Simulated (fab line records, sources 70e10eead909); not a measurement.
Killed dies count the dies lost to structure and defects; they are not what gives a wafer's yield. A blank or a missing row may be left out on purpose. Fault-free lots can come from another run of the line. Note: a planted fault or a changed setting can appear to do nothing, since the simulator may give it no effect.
fab line records || flow nandHarc
record: {"lots": 7, "wafers": 21, "lastDay": 25}
route steps=1159 shown A_CONTACT@882
lots that met no fault: taken from a fault-free run of the same line
startH: hours from the record's opening day to when the first of the lot's shown wafers began || waitH: hours since the lot's step before || " same as the row above || L1.1+2: several wafers, shown together as one row || - either no value or no given start || * or withheld: withheld || < > ~ a bound
route shown NAME@n: a module of which the file shows steps, and the number in the route of the first || usual: mean/standard deviation taken from wafers without a fault || same: alike in all rows || chamber/n: place in a boat || sites: the reading at each site || _std_site: standard deviation of those values || _edge_site: mean of outer sites minus mean of inner sites || radiusMm: for every site, how far away it sits from the centre of the wafer || mask NAME#n: copy n || behind: the most recent tool/chamber to have shaped the wafer || hold: the reason the lot was held/the length of the hold in hours/how it ended || device: whichever transistor did not switch (one of n, p or np) || end of line: at the end of the route, the tests of the same wafers || a step given without rows: its recipe and nothing more || killed: dies lost to structure and defects at the first sort, not the wafer's yield || map: a wafer's dies, marking killed ones x, the rest . and places with no die _
set.NAME: the run value of the setting; set.NAME@STEP: its run value at that earlier step || model.NAME: the simulator's own value behind a step, which no gauge read
lots at some steps of the route; a table a step, a row a wafer
services: when a tool's chamber went out of use (startH, in hours from the record's first day, below 0 if earlier), for how many hours, and the reason
== steps ==
step: NHARC_A_CONTACT_STRIP_55
recipe: {"o2FlowSccm": 500, "arFlowSccm": 0, "biasW": 0, "chemistry": "O2"}
usual: {"drypumpMotorCurrentA": "5.6/0.55", "oesProductAu": "1.001/0.0087", "rfVppV": "57.6/0.91", "showerheadPlenumPTorr": "3.46/0.17", "throttleValvePct": "17.038/0.0098"}
{"lot.wafer": "L183.2", "tool": "rieDiel-04", "chamber": 2, "startH": "-", "waitH": "-", "drypumpMotorCurrentA": 6.4, "oesProductAu": 0.998, "rfHoursCounterH": 32, "rfVppV": 58.9, "showerheadPlenumPTorr": 3.79, "throttleValvePct": 17.036}
{"lot.wafer": "L183.3", "tool": "rieDiel-04", "chamber": 0, "startH": "-", "waitH": "-", "drypumpMotorCurrentA": 5.8, "oesProductAu": 0.996, "rfHoursCounterH": 35, "rfVppV": 56.7, "showerheadPlenumPTorr": 3.30, "throttleValvePct": 17.047}
{"lot.wafer": "L183.6", "tool": "rieDiel-04", "chamber": 1, "startH": "-", "waitH": "-", "drypumpMotorCurrentA": 6.5, "oesProductAu": 1.013, "rfHoursCounterH": "-", "rfVppV": 57.2, "showerheadPlenumPTorr": 3.52, "throttleValvePct": 17.029}
{"lot.wafer": "L185.4", "tool": "rieDiel-01", "chamber": 0, "startH": "-", "waitH": "-", "drypumpMotorCurrentA": 4.8, "oesProductAu": 1.000, "rfHoursCounterH": 11, "rfVppV": 57.7, "showerheadPlenumPTorr": 3.67, "throttleValvePct": 17.030}
{"lot.wafer": "L185.5", "tool": "rieDiel-01", "chamber": 2, "startH": "-", "waitH": "-", "drypumpMotorCurrentA": 5.4, "oesProductAu": 1.006, "rfHoursCounterH": "-", "rfVppV": 57.9, "showerheadPlenumPTorr": 3.33, "throttleValvePct": 17.051}
{"lot.wafer": "L185.6", "tool": "rieDiel-01", "chamber": 3, "startH": "-", "waitH": "-", "drypumpMotorCurrentA": 5.9, "oesProductAu": 1.011, "rfHoursCounterH": "-", "rfVppV": 57.9, "showerheadPlenumPTorr": 3.32, "throttleValvePct": 17.038}
{"lot.wafer": "L187.4", "tool": "rieDiel-01", "chamber": 0, "startH": "-", "waitH": "-", "drypumpMotorCurrentA": 4.9, "oesProductAu": 1.002, "rfHoursCounterH": 11, "rfVppV": 57.8, "showerheadPlenumPTorr": 3.67, "throttleValvePct": 17.019}
{"lot.wafer": "L187.5", "tool": "rieDiel-01", "chamber": 2, "startH": "-", "waitH": "-", "drypumpMotorCurrentA": 5.3, "oesProductAu": 1.001, "rfHoursCounterH": "-", "rfVppV": 56.8, "showerheadPlenumPTorr": 3.33, "throttleValvePct": 17.058}
{"lot.wafer": "L187.6", "tool": "rieDiel-01", "chamber": 3, "startH": "-", "waitH": "-", "drypumpMotorCurrentA": 5.9, "oesProductAu": 1.013, "rfHoursCounterH": "-", "rfVppV": 57.0, "showerheadPlenumPTorr": 3.32, "throttleValvePct": 17.029}
{"lot.wafer": "L186.2", "tool": "rieDiel-01", "chamber": 2, "startH": "-", "waitH": "-", "drypumpMotorCurrentA": 5.3, "oesProductAu": 0.994, "rfHoursCounterH": 13, "rfVppV": 57.8, "showerheadPlenumPTorr": 3.33, "throttleValvePct": 17.035}
{"lot.wafer": "L186.3", "tool": "rieDiel-01", "chamber": 3, "startH": "-", "waitH": "-", "drypumpMotorCurrentA": 5.9, "oesProductAu": 1.008, "rfHoursCounterH": 13, "rfVppV": 57.8, "showerheadPlenumPTorr": 3.32, "throttleValvePct": 17.030}
{"lot.wafer": "L186.4", "tool": "rieDiel-01", "chamber": 0, "startH": "-", "waitH": "-", "drypumpMotorCurrentA": 4.9, "oesProductAu": 1.002, "rfHoursCounterH": 12, "rfVppV": 58.5, "showerheadPlenumPTorr": 3.67, "throttleValvePct": 17.035}
{"lot.wafer": "L193.4", "tool": "rieDiel-04", "chamber": 1, "startH": "-", "waitH": "-", "drypumpMotorCurrentA": 6.5, "oesProductAu": 1.021, "rfHoursCounterH": 65, "rfVppV": 57.4, "showerheadPlenumPTorr": 3.50, "throttleValvePct": 17.022}
{"lot.wafer": "L193.1", "tool": "rieDiel-04", "chamber": 2, "startH": "-", "waitH": "-", "drypumpMotorCurrentA": 6.3, "oesProductAu": 1.003, "rfHoursCounterH": 59, "rfVppV": 57.6, "showerheadPlenumPTorr": 3.77, "throttleValvePct": 17.049}
{"lot.wafer": "L193.2", "tool": "rieDiel-04", "chamber": 0, "startH": "-", "waitH": "-", "drypumpMotorCurrentA": 5.8, "oesProductAu": 0.991, "rfHoursCounterH": 58, "rfVppV": 57.5, "showerheadPlenumPTorr": 3.29, "throttleValvePct": 17.041}
{"lot.wafer": "L203.1", "tool": "rieDiel-01", "chamber": 0, "startH": "-", "waitH": "-", "drypumpMotorCurrentA": 4.9, "oesProductAu": 0.997, "rfHoursCounterH": 33, "rfVppV": 58.9, "showerheadPlenumPTorr": 3.66, "throttleValvePct": 17.036}
{"lot.wafer": "L203.4", "tool": "rieDiel-01", "chamber": 1, "startH": "-", "waitH": "-", "drypumpMotorCurrentA": 5.1, "oesProductAu": 1.004, "rfHoursCounterH": 33, "rfVppV": 56.5, "showerheadPlenumPTorr": 3.39, "throttleValvePct": 17.061}
{"lot.wafer": "L203.2", "tool": "rieDiel-01", "chamber": 3, "startH": "-", "waitH": "-", "drypumpMotorCurrentA": 5.9, "oesProductAu": 1.002, "rfHoursCounterH": 34, "rfVppV": 56.1, "showerheadPlenumPTorr": 3.31, "throttleValvePct": 17.044}
{"lot.wafer": "L205.1", "tool": "rieDiel-01", "chamber": 1, "startH": "-", "waitH": "-", "drypumpMotorCurrentA": 5.1, "oesProductAu": 0.995, "rfHoursCounterH": 3, "rfVppV": 58.1, "showerheadPlenumPTorr": 3.38, "throttleValvePct": 17.042}
{"lot.wafer": "L205.5", "tool": "rieDiel-01", "chamber": 3, "startH": "-", "waitH": "-", "drypumpMotorCurrentA": 5.9, "oesProductAu": 1.003, "rfHoursCounterH": "-", "rfVppV": 56.2, "showerheadPlenumPTorr": 3.30, "throttleValvePct": 17.033}
{"lot.wafer": "L205.6", "tool": "rieDiel-01", "chamber": 0, "startH": "-", "waitH": "-", "drypumpMotorCurrentA": 4.9, "oesProductAu": 0.998, "rfHoursCounterH": "-", "rfVppV": 57.4, "showerheadPlenumPTorr": 3.66, "throttleValvePct": 17.037}
step: NHARC_A_CONTACT_STRIP_56
recipe: {"timeS": 600, "tempC": 30, "chemistry": "postEtchResidueRemover"}
step: NHARC_A_CONTACT_DEP_57
recipe: {"targetThkA": 28000, "tempC": 400, "material": "aC"}
usual: {"throttleValvePct": "35.000/0.0099"}
{"lot.wafer": "L183.2", "tool": "aclDep-03", "chamber": 0, "startH": 385.97, "waitH": "-", "throttleValvePct": 34.993}
{"lot.wafer": "L183.3", "tool": "aclDep-03", "chamber": 0, "startH": 385.97, "waitH": "-", "throttleValvePct": 35.009}
{"lot.wafer": "L183.6", "tool": "aclDep-03", "chamber": 0, "startH": 385.97, "waitH": "-", "throttleValvePct": 34.991}
{"lot.wafer": "L185.4", "tool": "aclDep-02", "chamber": 0, "startH": 402.93, "waitH": "-", "throttleValvePct": 35.001}
{"lot.wafer": "L185.5", "tool": "aclDep-02", "chamber": 0, "startH": 402.93, "waitH": "-", "throttleValvePct": 35.006}
{"lot.wafer": "L185.6", "tool": "aclDep-02", "chamber": 0, "startH": 402.93, "waitH": "-", "throttleValvePct": 35.006}
{"lot.wafer": "L187.4", "tool": "aclDep-01", "chamber": 0, "startH": 405.36, "waitH": "-", "throttleValvePct": 35.003}
{"lot.wafer": "L187.5", "tool": "aclDep-01", "chamber": 0, "startH": 405.36, "waitH": "-", "throttleValvePct": 35.003}
{"lot.wafer": "L187.6", "tool": "aclDep-01", "chamber": 0, "startH": 405.36, "waitH": "-", "throttleValvePct": 35.001}
{"lot.wafer": "L186.2", "tool": "aclDep-02", "chamber": 0, "startH": 408.03, "waitH": "-", "throttleValvePct": 35.004}
{"lot.wafer": "L186.3", "tool": "aclDep-02", "chamber": 0, "startH": 408.03, "waitH": "-", "throttleValvePct": 35.014}
{"lot.wafer": "L186.4", "tool": "aclDep-02", "chamber": 0, "startH": 408.03, "waitH": "-", "throttleValvePct": 34.990}
{"lot.wafer": "L193.1", "tool": "aclDep-03", "chamber": 0, "startH": 453.73, "waitH": "-", "throttleValvePct": 35.009}
{"lot.wafer": "L193.2", "tool": "aclDep-03", "chamber": 0, "startH": 453.73, "waitH": "-", "throttleValvePct": 34.989}
{"lot.wafer": "L193.4", "tool": "aclDep-03", "chamber": 0, "startH": 453.73, "waitH": "-", "throttleValvePct": 34.985}
{"lot.wafer": "L203.1", "tool": "aclDep-02", "chamber": 0, "startH": 490.60, "waitH": "-", "throttleValvePct": 34.997}
{"lot.wafer": "L203.2", "tool": "aclDep-02", "chamber": 0, "startH": 490.60, "waitH": "-", "throttleValvePct": 35.022}
{"lot.wafer": "L203.4", "tool": "aclDep-02", "chamber": 0, "startH": 490.60, "waitH": "-", "throttleValvePct": 35.006}
{"lot.wafer": "L205.1", "tool": "aclDep-01", "chamber": 0, "startH": 522.97, "waitH": "-", "throttleValvePct": 35.002}
{"lot.wafer": "L205.5", "tool": "aclDep-01", "chamber": 0, "startH": 524.12, "waitH": "-", "throttleValvePct": 35.006}
{"lot.wafer": "L205.6", "tool": "aclDep-01", "chamber": 0, "startH": 524.12, "waitH": "-", "throttleValvePct": 35.014}
step: NHARC_A_CONTACT_DEP_58
recipe: {"targetThkA": 600, "targetThkNm": 60, "tempC": 400, "pressureTorr": 3.5, "flowSccm": 200, "rfW": 350, "material": "SiON"}
usual: {"heaterPowerW": "734/100"}
{"lot.wafer": "L183.3", "tool": "pecvd-02", "chamber": 0, "startH": 387.59, "waitH": 1.0, "heaterPowerW": 648}
{"lot.wafer": "L183.2", "tool": "pecvd-02", "chamber": 1, "startH": 387.59, "waitH": 1.0, "heaterPowerW": 693}
{"lot.wafer": "L183.6", "tool": "pecvd-02", "chamber": 0, "startH": 387.59, "waitH": 1.0, "heaterPowerW": 660}
{"lot.wafer": "L185.6", "tool": "pecvd-01", "chamber": 1, "startH": 403.90, "waitH": 0.1, "heaterPowerW": 755}
{"lot.wafer": "L185.5", "tool": "pecvd-01", "chamber": 2, "startH": 403.90, "waitH": 0.1, "heaterPowerW": 542}
{"lot.wafer": "L185.4", "tool": "pecvd-01", "chamber": 0, "startH": 403.90, "waitH": 0.1, "heaterPowerW": 733}
{"lot.wafer": "L187.6", "tool": "pecvd-02", "chamber": 0, "startH": 406.33, "waitH": 0.1, "heaterPowerW": 666}
{"lot.wafer": "L187.5", "tool": "pecvd-02", "chamber": 1, "startH": 406.33, "waitH": 0.1, "heaterPowerW": 813}
{"lot.wafer": "L187.4", "tool": "pecvd-02", "chamber": 2, "startH": 406.33, "waitH": 0.1, "heaterPowerW": 595}
{"lot.wafer": "L186.3", "tool": "pecvd-03", "chamber": 0, "startH": 409.49, "waitH": 0.9, "heaterPowerW": 961}
{"lot.wafer": "L186.2", "tool": "pecvd-03", "chamber": 2, "startH": 409.49, "waitH": 0.9, "heaterPowerW": 815}
{"lot.wafer": "L186.4", "tool": "pecvd-03", "chamber": 2, "startH": 409.49, "waitH": 0.9, "heaterPowerW": 814}
{"lot.wafer": "L193.1", "tool": "pecvd-01", "chamber": 0, "startH": 455.49, "waitH": 1.5, "heaterPowerW": 772}
{"lot.wafer": "L193.2", "tool": "pecvd-01", "chamber": 1, "startH": 455.49, "waitH": 1.5, "heaterPowerW": 685}
{"lot.wafer": "L193.4", "tool": "pecvd-01", "chamber": 0, "startH": 455.49, "waitH": 1.5, "heaterPowerW": 778}
{"lot.wafer": "L203.2", "tool": "pecvd-02", "chamber": 0, "startH": 492.34, "waitH": 1.2, "heaterPowerW": 645}
{"lot.wafer": "L203.1", "tool": "pecvd-02", "chamber": 1, "startH": 492.34, "waitH": 1.2, "heaterPowerW": 785}
{"lot.wafer": "L203.4", "tool": "pecvd-02", "chamber": 0, "startH": 492.34, "waitH": 1.2, "heaterPowerW": 659}
{"lot.wafer": "L205.1", "tool": "pecvd-03", "chamber": 2, "startH": 524.75, "waitH": 1.5, "heaterPowerW": 780}
{"lot.wafer": "L205.6", "tool": "pecvd-03", "chamber": 2, "startH": 524.75, "waitH": 1.5, "heaterPowerW": 820}
{"lot.wafer": "L205.5", "tool": "pecvd-03", "chamber": 0, "startH": 524.75, "waitH": 1.5, "heaterPowerW": 890}
step: NHARC_A_CONTACT_DEHYDRATE_59
recipe: {"tempC": 150, "timeS": 120}
step: NHARC_A_CONTACT_HMDS_60
recipe: {"timeS": 30}
step: NHARC_A_CONTACT_COAT_61
recipe: {"tempC": 260, "timeS": 75}
step: NHARC_A_CONTACT_COAT_62
recipe: {"tempC": 225, "timeS": 65}
step: NHARC_A_CONTACT_COAT_63
recipe: {"spinRpm": 1500, "resistThkNm": 90}
step: NHARC_A_CONTACT_SOFTBAKE_64
recipe: {"tempC": 105, "timeS": 55}
step: NHARC_A_CONTACT_EBR_65
step: NHARC_A_CONTACT_EXPOSE_66
recipe: {"na": 1.35, "sigmaOuter": 0.8, "doseMj": 59.02, "maskId": "A_CC_2"}
step: NHARC_A_CONTACT_PEB_67
recipe: {"pebTempC": 100, "pebTimeS": 65}
usual: {"chillPlateTempC": "23.00/0.087", "exhaustPa": "45.2/0.93"}
{"lot.wafer": "L183.2", "tool": "lithoTrack-06", "chamber": 0, "startH": 388.24, "waitH": 0.1, "chillPlateTempC": 23.20, "exhaustPa": 44.7}
{"lot.wafer": "L183.3", "tool": "lithoTrack-06", "chamber": 0, "startH": 388.24, "waitH": 0.1, "chillPlateTempC": 22.98, "exhaustPa": 43.9}
{"lot.wafer": "L183.6", "tool": "lithoTrack-06", "chamber": 0, "startH": 388.24, "waitH": 0.1, "chillPlateTempC": 23.01, "exhaustPa": 44.0}
{"lot.wafer": "L185.4", "tool": "lithoTrack-06", "chamber": "-", "startH": 404.33, "waitH": 0.0, "chillPlateTempC": "-", "exhaustPa": "-"}
{"lot.wafer": "L185.5", "tool": "lithoTrack-06", "chamber": "-", "startH": 404.33, "waitH": 0.0, "chillPlateTempC": "-", "exhaustPa": "-"}
{"lot.wafer": "L185.6", "tool": "lithoTrack-06", "chamber": "-", "startH": 404.33, "waitH": 0.0, "chillPlateTempC": "-", "exhaustPa": "-"}
{"lot.wafer": "L187.4", "tool": "lithoTrack-04", "chamber": "-", "startH": 406.77, "waitH": 0.0, "chillPlateTempC": "-", "exhaustPa": "-"}
{"lot.wafer": "L187.5", "tool": "lithoTrack-04", "chamber": "-", "startH": 406.77, "waitH": 0.0, "chillPlateTempC": "-", "exhaustPa": "-"}
{"lot.wafer": "L187.6", "tool": "lithoTrack-04", "chamber": "-", "startH": 406.77, "waitH": 0.0, "chillPlateTempC": "-", "exhaustPa": "-"}
{"lot.wafer": "L186.2", "tool": "lithoTrack-04", "chamber": "-", "startH": 410.01, "waitH": 0.1, "chillPlateTempC": "-", "exhaustPa": "-"}
{"lot.wafer": "L186.3", "tool": "lithoTrack-04", "chamber": "-", "startH": 410.01, "waitH": 0.1, "chillPlateTempC": "-", "exhaustPa": "-"}
{"lot.wafer": "L186.4", "tool": "lithoTrack-04", "chamber": "-", "startH": 410.01, "waitH": 0.1, "chillPlateTempC": "-", "exhaustPa": "-"}
{"lot.wafer": "L193.1", "tool": "lithoTrack-06", "chamber": 0, "startH": 456.10, "waitH": 0.1, "chillPlateTempC": 22.93, "exhaustPa": 44.3}
{"lot.wafer": "L193.2", "tool": "lithoTrack-06", "chamber": 0, "startH": 456.10, "waitH": 0.1, "chillPlateTempC": 23.15, "exhaustPa": 44.9}
{"lot.wafer": "L193.4", "tool": "lithoTrack-06", "chamber": 0, "startH": 456.10, "waitH": 0.1, "chillPlateTempC": 23.02, "exhaustPa": 44.8}
{"lot.wafer": "L203.1", "tool": "lithoTrack-01", "chamber": 0, "startH": 492.96, "waitH": 0.1, "chillPlateTempC": 23.07, "exhaustPa": 47.5}
{"lot.wafer": "L203.2", "tool": "lithoTrack-01", "chamber": 0, "startH": 492.96, "waitH": 0.1, "chillPlateTempC": 23.05, "exhaustPa": 45.6}
{"lot.wafer": "L203.4", "tool": "lithoTrack-01", "chamber": 0, "startH": 492.96, "waitH": 0.1, "chillPlateTempC": 22.89, "exhaustPa": 47.0}
{"lot.wafer": "L205.1", "tool": "lithoTrack-04", "chamber": 0, "startH": 525.26, "waitH": 0.1, "chillPlateTempC": 23.09, "exhaustPa": 45.8}
{"lot.wafer": "L205.5", "tool": "lithoTrack-04", "chamber": 0, "startH": 525.26, "waitH": 0.1, "chillPlateTempC": 23.00, "exhaustPa": 46.5}
{"lot.wafer": "L205.6", "tool": "lithoTrack-04", "chamber": 0, "startH": 525.26, "waitH": 0.1, "chillPlateTempC": 23.00, "exhaustPa": 45.7}
step: NHARC_A_CONTACT_DEVELOP_68
recipe: {"developTimeS": 35, "devTempC": 23}
== services ==
{"tool": "rieDiel-04", "chamber": 3, "startH": 365.31, "hours": 26.3, "kind": "repair"}
{"tool": "rieDiel-01", "chamber": 0, "startH": 372.87, "hours": "-", "kind": "clean"}
{"tool": "rieDiel-01", "chamber": 1, "startH": 372.87, "hours": "-", "kind": "clean"}
{"tool": "rieDiel-01", "chamber": 2, "startH": 372.87, "hours": "-", "kind": "clean"}
{"tool": "rieDiel-01", "chamber": 3, "startH": 372.87, "hours": "-", "kind": "clean"}
{"tool": "rieDiel-01", "chamber": 0, "startH": 391.93, "hours": 6.4, "kind": "repair"}
{"tool": "rieDiel-01", "chamber": 1, "startH": 397.39, "hours": "-", "kind": "clean"}
{"tool": "rieDiel-01", "chamber": 2, "startH": 397.39, "hours": "-", "kind": "clean"}
{"tool": "rieDiel-01", "chamber": 3, "startH": 397.39, "hours": "-", "kind": "clean"}
{"tool": "aclDep-03", "chamber": "-", "startH": 406.05, "hours": 13.0, "kind": "pm"}
{"tool": "rieDiel-04", "chamber": 0, "startH": 406.09, "hours": 10.4, "kind": "repair"}
{"tool": "pecvd-01", "chamber": "-", "startH": 418.21, "hours": 13.0, "kind": "pm"}
{"tool": "rieDiel-01", "chamber": 0, "startH": 422.42, "hours": 2.4, "kind": "repair"}
{"tool": "lithoTrack-01", "chamber": "-", "startH": 443.00, "hours": 7.0, "kind": "pm"}
{"tool": "pecvd-01", "chamber": "-", "startH": 461.50, "hours": 2.8, "kind": "repair"}
{"tool": "lithoTrack-06", "chamber": "-", "startH": 467.00, "hours": 7.0, "kind": "pm"}
{"tool": "rieDiel-04", "chamber": "-", "startH": 467.04, "hours": 9.0, "kind": "pm"}
{"tool": "pecvd-03", "chamber": "-", "startH": 473.10, "hours": 13.0, "kind": "pm"}
{"tool": "aclDep-01", "chamber": "-", "startH": 475.59, "hours": 13.0, "kind": "pm"}
{"tool": "pecvd-02", "chamber": "-", "startH": 478.08, "hours": 2.4, "kind": "repair"}
{"tool": "lithoTrack-04", "chamber": "-", "startH": 491.00, "hours": 7.0, "kind": "pm"}
{"tool": "rieDiel-01", "chamber": "-", "startH": 491.81, "hours": 9.0, "kind": "pm"}
{"tool": "pecvd-02", "chamber": "-", "startH": 515.54, "hours": 13.0, "kind": "pm"}
{"tool": "rieDiel-04", "chamber": 3, "startH": 519.94, "hours": 5.5, "kind": "repair"}
== key ==
firstSign: {"step": "NHARC_A_CONTACT_PEB_67", "reading": "toolRecord", "direction": "missing"}
effect none on later readings
metAt NHARC_A_CONTACT_PEB_67
struckWafers L185.4,L185.5,L185.6,L186.2,L186.3,L186.4,L187.4,L187.5,L187.6
laterRowsLeftOut L185.4,L185.5,L185.6,L186.2,L186.3,L186.4,L187.4,L187.5,L187.6
sortLeftOut L185.4,L185.5,L185.6,L186.2,L186.3,L186.4,L187.4,L187.5,L187.6
testerLeftOut L185,L186,L187
onsetBetween 388.24 404.33
fault: {"kind": "skippedStepWhole", "tool": "lithoTrack-04,lithoTrack-06", "chamber": "-", "onsetH": 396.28, "steps": "NHARC_A_CONTACT_PEB_67", "scope": "struckLotsOnly"}
testerLeftOut: of these lots the tester's yield and bins aren't shown, on N5 and GAA mostly nor the transistor test; their killed dies are dies lost to structure and defects alone, not to doping, threshold or leakage, so they don't give the yield
sortLeftOut: the simulated sort isn't trusted on such a fault, so these wafers' sort isn't shown, and their yield isn't known
laterRowsLeftOut: the simulator's readings of these wafers behind a module that went badly wrong aren't trusted and aren't shown, but for the sort
